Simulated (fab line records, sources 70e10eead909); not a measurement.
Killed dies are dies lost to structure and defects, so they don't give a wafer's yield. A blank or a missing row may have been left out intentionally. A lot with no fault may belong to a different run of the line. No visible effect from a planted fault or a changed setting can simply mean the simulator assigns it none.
Matching of chambers	flow nandHarc	NHARC_A_STAIRCASE_DESCUM_168 on rieDiel-07: 4 sister chambers
The step chemistry O2, time 3 s. 16 wafers are shown with their chamber, then 8 later ones without.

WAFERS, EACH WITH ITS CHAMBER
wafer	chamber	showerheadPlenumPTorr (Torr)	drypumpMotorCurrentA (A)	throttleValvePct (%)
L075.1	2	2.00	5.7	11.301
L075.4	1	1.80	5.7	11.302
L075.6	2	2.00	5.7	11.312
L079.3	2	2.00	5.8	11.306
L079.4	3	1.96	6.4	11.305
L079.5	3	1.96	6.3	11.316
L078.2	2	2.00	5.8	11.308
L078.4	1	1.80	5.7	11.299
L078.6	2	2.00	5.8	11.313
L081.1	0	1.84	6.5	11.310
L081.4	3	1.95	6.3	11.318
L081.5	1	1.80	5.7	11.298
L085.2	2	1.99	5.7	11.316
L085.4	0	1.83	6.5	11.318
L085.6	0	1.83	6.5	11.317
L086.2	3	1.95	6.4	11.325

SIGNATURES, as means of the wafers listed above
reading	chamber 0	chamber 1	chamber 2	chamber 3	scatter within a chamber
showerheadPlenumPTorr	1.8333	1.8000	1.9983	1.9550	0.00456
drypumpMotorCurrentA	6.500	5.700	5.750	6.350	0.0456
throttleValvePct	11.31500	11.29967	11.30933	11.31600	0.00577
Rule: a wafer lies at a distance from a chamber equal to the root of the sum of squares, over the readings, of (its reading less the chamber's mean, divided by the reading's scatter). If the next closest chamber is less than 2 further off than the closest, the wafer can't be placed; otherwise it belongs to the closest. The scatter: take each reading less its chamber's mean, square it, sum over the shown wafers, divide by the number of wafers less the number of chambers, and take the root.

WAFERS WITH NO CHAMBER GIVEN
wafer	showerheadPlenumPTorr (Torr)	drypumpMotorCurrentA (A)	throttleValvePct (%)
L086.5	1.99	5.7	11.301
L086.6	1.80	5.7	11.330
L094.2	1.79	5.7	11.313
L094.3	1.95	6.4	11.314
L094.4	1.95	6.3	11.314
L096.3	1.83	6.5	11.296
L096.4	1.94	6.4	11.304
L096.5	1.79	5.8	11.303

EACH ONE'S CHAMBER
wafer	from the rows above	in truth
L086.5	2	2
L086.6	1	1
L094.2	1	1
L094.3	3	3
L094.4	3	3
L096.3	0	0
L096.4	3	3
L096.5	1	1
Placed correctly: 8 of 8. Not placeable from these rows: 0. Wrongly placed: 0.
